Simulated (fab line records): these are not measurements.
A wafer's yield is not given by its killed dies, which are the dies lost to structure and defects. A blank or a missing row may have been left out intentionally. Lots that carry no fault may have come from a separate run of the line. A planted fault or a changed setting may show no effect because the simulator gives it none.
Comparing a struck lot with a sound one | flow n5Finfet | 40 steps out of a route of 1938
Sound: these wafers, L990.1, L990.4, L990.5. Struck: wafer L985.6. (L985.2, L985.3 of the same lot were not struck and are left out.) The cause comes at the end.
For every step that has rows: the tool of each side, followed by ch and its chambers, followed by its first start. Under that, the readings that differ: sound wafers | struck wafers | difference of the means | sigmas: that difference in standard deviations of wafers without a fault.
alike: a reading whose means differ by less than 2 such deviations, as well as words and numbers matching on both sides. not compared: withheld readings; readings where some wafer has no value; bounds like >300 that might hide an equal value; numbers whose values overlap and for which the record gives no deviation.
A row with sigmas, a row that says differs or no value, or rows on one side alone: a step with any of these is where the two part. Non-overlapping numbers with no deviation appear without sigmas and do not part them. A reading missing from all wafers of one side parts the sides only when that side holds two or more wafers.

first, 9 steps without rows for these wafers: N5_PMOS_HMC_CHANNEL_EPI_PRECLEAN_40 (cleans in DHF, time 30 s); N5_PMOS_HMC_CHANNEL_EPI_PRECLEAN_37 (cleans in O3/DIW, time 45 s); N5_PMOS_HMC_CHANNEL_EPI_PRECLEAN_24 (cleans in DHF, time 30 s); N5_PMOS_HMC_CHANNEL_EPI_SRD_25 (time 30 s); N5_PMOS_HMC_CHANNEL_EPI_EPI_26 (deposits Si from SiH4/H2, target thk 3.8 nm, time 22.7 s); N5_FIN_SAQP_PRECLEAN_42 (cleans in O3/DIW, time 60 s); N5_FIN_SAQP_PRECLEAN_00 (cleans in SC1, time 60 s); N5_FIN_SAQP_PRECLEAN_44 (cleans in SC2, time 45 s); N5_FIN_SAQP_SRD_01 (time 30 s).
N5_FIN_SAQP_ALD_61: deposits SiO2, target thk 4 nm, pulse time 1 s, purge time 2 s.
  sound on aldSin-04 ch 0,2,3, day 6 09:15; struck on aldSin-03 ch 1, day 5 04:08
  alike: heaterPowerW, precursorPulseHeightRel
then, 14 steps without rows for these wafers: N5_FIN_SAQP_DENSIFY_62 (time 60 s); N5_FIN_SAQP_HM_DEP_03 (deposits SiNx from SiH4/NH3/N2, target thk 38 nm, time 33.6 s); N5_FIN_SAQP_PECVD_47 (deposits a-Si from SiH4/He, target thk 45 nm, time 36.3 s); N5_FIN_SAQP_PECVD_48 (deposits SiNx from SiH4/NH3/N2, target thk 25 nm, time 22.1 s); N5_FIN_SAQP_PECVD_06 (deposits a-Si from SiH4/He, target thk 60 nm, time 48.1 s); N5_FIN_SAQP_HM_DEP_72 (deposits SiO2 from SiH4/N2O, target thk 12 nm, time 7.2 s); N5_FIN_SAQP_COAT_49 (time 60 s, resist thk 100 nm); N5_FIN_SAQP_COAT_50 (time 60 s, resist thk 35 nm); N5_FIN_SAQP_COAT_10 (resist thk 90 nm); N5_FIN_SAQP_EBR_12; N5_FIN_SAQP_SOFTBAKE_11 (time 60 s); N5_FIN_SAQP_EXPOSE_13 (exposes mask FIN CORE, target cd 35.6 nm); N5_FIN_SAQP_PEB_14 (peb time 60 s); N5_FIN_SAQP_DEVELOP_15 (develop time 30 s).
N5_FIN_SAQP_INSPECT_18: inspects for defects (brightfield).
  sound: defectInspect-02 at day 6 10:23; struck: defectInspect-01 at day 5 05:23
  alike: rawDefectCount
then, 10 steps without rows for these wafers: N5_FIN_SAQP_DESCUM_21 (chemistry O2, time 7.9 s); N5_FIN_SAQP_ETCH_51 (etches SiARC in CF4, target depth 45.5 nm, time 75.8 s); N5_FIN_SAQP_ETCH_52 (etches SOC in N2/H2, target depth 100 nm, overetch 20 nm, time 150 s); N5_FIN_SAQP_STRIP_53 (strips in N2/H2); N5_FIN_SAQP_HM_OPEN_73 (chemistry CHF3/O2, target SiO2, stops on a-Si, target depth 12 nm, time 16.8 s); N5_FIN_SAQP_STRIP_74 (strips in CHF3/O2); N5_FIN_SAQP_MANDREL_ETCH_22 (etches a-Si in HBr/Cl2, stops on SiNx, target depth 60 nm, bt time 10 s, time 30 s); N5_FIN_SAQP_STRIP_55 (strips in N2/H2); N5_FIN_SAQP_STRIP_23 (strips in SPM, time 750 s); N5_FIN_SAQP_SRD_66 (time 30 s).
N5_FIN_SAQP_INSPECT_40: inspects for defects (brightfield).
  sound: defectInspect-01 at day 6 14:54; struck: defectInspect-02 at day 5 09:35
reading        | sound       | struck | difference | sigmas
rawDefectCount | 182 142 275 | 580    | +380       | +5
N5_FIN_CUT_INSPECT_10: inspects for defects (brightfield).
  sound: defectInspect-02 at day 6 15:25; struck: defectInspect-01 at day 5 09:59
reading        | sound    | struck | difference | sigmas
rawDefectCount | 39 23 49 | 422    | +385       | +28
N5_FIN_CUT_INSPECT_17: inspects for defects (brightfield).
  sound: defectInspect-02 at day 6 16:23; struck: defectInspect-02 at day 5 10:56
reading        | sound       | struck | difference | sigmas
rawDefectCount | 255 181 352 | 579    | +316       | +4
-- record jumps: 7 days separate the struck wafers' starts on either side; left off in module FIN_CUT, taken up again in module BEOL_M4, whose first shown step is the route's number 1111 --
N5_BEOL_M4_RC_MEAS_101:
  sound on prober-01 ch 0, day 13 16:36; struck on prober-01 ch 0, day 12 07:01
  alike: DIBL_N, DIBL_P, IOFF_N, IOFF_P, ION_N, ION_P, SS_N, SS_P, VT_N, VT_P
-- a jump in the record: the struck wafers' starts before and after are 5 days apart (it breaks off in module BEOL_M4 and resumes in module PASSIVATION, where the first step shown is number 1936 of the route) --
N5_PASSIVATION_PROBE_49:
  sound: prober-02 at day 18 04:50; struck: prober-02 at day 16 23:12
reading                 | sound     | struck | difference | sigmas
defectLimitedYield (%)  | 91.7 93.2 | 83.1   | -9.4       | -7
killedAtFrontEnd        | 34 22     | 135    | +107       | +11
killedDies              | 98 80     | 199    | +110       | +6
killedOnRim             | 16 15     | 27     | +12        | +3
sort_bin_5_function (%) | 3.9 4.1   | 10.2   | +6.2       | +7
sortNPass               | 1082 1100 | 981    | -110       | -6
sortYieldPct (%)        | 91.7 93.2 | 83.1   | -9.4       | -7
  alike: killed_at_M0_to_M3, killed_at_M4_up, killedAtContacts, killedAtOther, killedOpen, killedShort, sort_bin_6_memory

WHERE THEY PART
First at N5_FIN_SAQP_INSPECT_40; last, within this record, at N5_PASSIVATION_PROBE_49.

WHY: the cause the simulator had injected
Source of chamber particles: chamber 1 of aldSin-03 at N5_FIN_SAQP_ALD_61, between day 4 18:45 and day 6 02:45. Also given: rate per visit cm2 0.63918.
